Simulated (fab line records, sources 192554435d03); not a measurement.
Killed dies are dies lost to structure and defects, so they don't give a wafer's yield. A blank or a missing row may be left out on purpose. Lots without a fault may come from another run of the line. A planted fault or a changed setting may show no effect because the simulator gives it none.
Split-lot experiment | flow n5_finfet | 7 lots, 21 wafers read, on a route of 1938 steps

THE SPLIT
At N5_SD_EPI_P_ETCH_16 (etches SiO2 in CHF3/O2, target depth 5 nm), the setting target_depth_a was moved away from the recipe's 50 angstrom on 4 of the 21 wafers read, by -9.5% to -4.7%. The other wafers ran this setting at the recipe's value.

The reading is taken at the split's own step.

THE READING
etch.depth_nm (the simulator's own value, which no gauge read), in nm, at N5_SD_EPI_P_ETCH_16 (etches SiO2 in CHF3/O2, target depth 5 nm). The file gives no usual value for it. The 17 wafers here that ran the recipe average 4.978 nm, standard deviation 0.093 nm.

wafer  | tool, chamber at the split | target_depth_a as run, angstrom | against the recipe | etch.depth_nm, nm | against lot-mates on the recipe
L074.1 | rie_diel-03, 3             | 50                              | recipe             | 4.842             | -
L074.2 | rie_diel-03, 2             | 50                              | recipe             | 5.049             | -
L074.5 | rie_diel-03, 1             | 50                              | recipe             | 5.048             | -
L079.3 | rie_diel-03, 3             | 50                              | recipe             | 4.856             | -
L079.4 | rie_diel-03, 0             | 50                              | recipe             | 4.955             | -
L079.5 | rie_diel-03, 1             | 50                              | recipe             | 5.107             | -
L080.3 | rie_diel-02, 1             | 50                              | recipe             | 4.969             | -
L080.5 | rie_diel-02, 0             | 50                              | recipe             | 5.011             | -
L080.6 | rie_diel-02, 3             | 50                              | recipe             | 4.951             | -
L081.1 | rie_diel-06, 3             | 50                              | recipe             | 4.981             | -
L081.2 | rie_diel-06, 0             | 50                              | recipe             | 4.879             | -
L081.3 | rie_diel-06, 2             | 50                              | recipe             | 4.901             | -
L089.1 | rie_diel-02, 3             | 45.23                           | -9.5%              | 4.476             | -0.558
L089.2 | rie_diel-02, 0             | 50                              | recipe             | 5.104             | -
L089.6 | rie_diel-02, 1             | 50                              | recipe             | 4.964             | -
L092.2 | rie_diel-03, 0             | 47.63                           | -4.7%              | 4.75              | -0.068
L092.4 | rie_diel-03, 3             | 50                              | recipe             | 4.818             | -
L092.5 | rie_diel-03, 0             | 47.63                           | -4.7%              | 4.693             | -0.125
L094.1 | rie_diel-03, 2             | 50                              | recipe             | 5.08              | -
L094.3 | rie_diel-03, 1             | 50                              | recipe             | 5.103             | -
L094.6 | rie_diel-03, 0             | 46.51                           | -7.0%              | 4.57              | -0.521

THE FIT
A straight line over all 21 wafers: etch.depth_nm changes by +0.0544 nm for each +1% of target_depth_a; r = +0.87; the points scatter about the line by 0.088 nm.
The same after taking each lot's own level away (the mean of its wafers on the recipe; 21 wafers): +0.0545 nm for each +1%; r = +0.86; scatter 0.09 nm.
On that fit, the largest move of target_depth_a shifts the reading by 0.52 nm.
The lots' own levels span 4.8180 to 5.0915 nm, that is 3.0 times the standard deviation above.
So the lot-to-lot level changes the slope little: the two slopes agree.
Check: with one of the wafers moved furthest among these (-9.5%) left out of the fit, the line predicts -0.467 nm for it against its lot-mates. It came out at -0.558 nm against them.

OTHER SPLITS ON THESE WAFERS
These wafers also went through other splits before the reading. Each is held against what the fit with the lots' levels taken away leaves over:
other split on the same wafers | wafers away from the commonest value | r with etch.depth_nm (lot level and that fit taken away)
N5_FIN_SAQP_ETCH_65 time_s     | 9                                    | +0.11
N5_SD_EPI_N_PEB_07 peb_time_s  | 8                                    | +0.24
N5_SD_EPI_N_ETCH_35 source_w   | 6                                    | -0.31

THE FILE'S OWN FIT
etch.depth_nm changes by +0.0581 nm for each +1% of target_depth_a, r = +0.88.
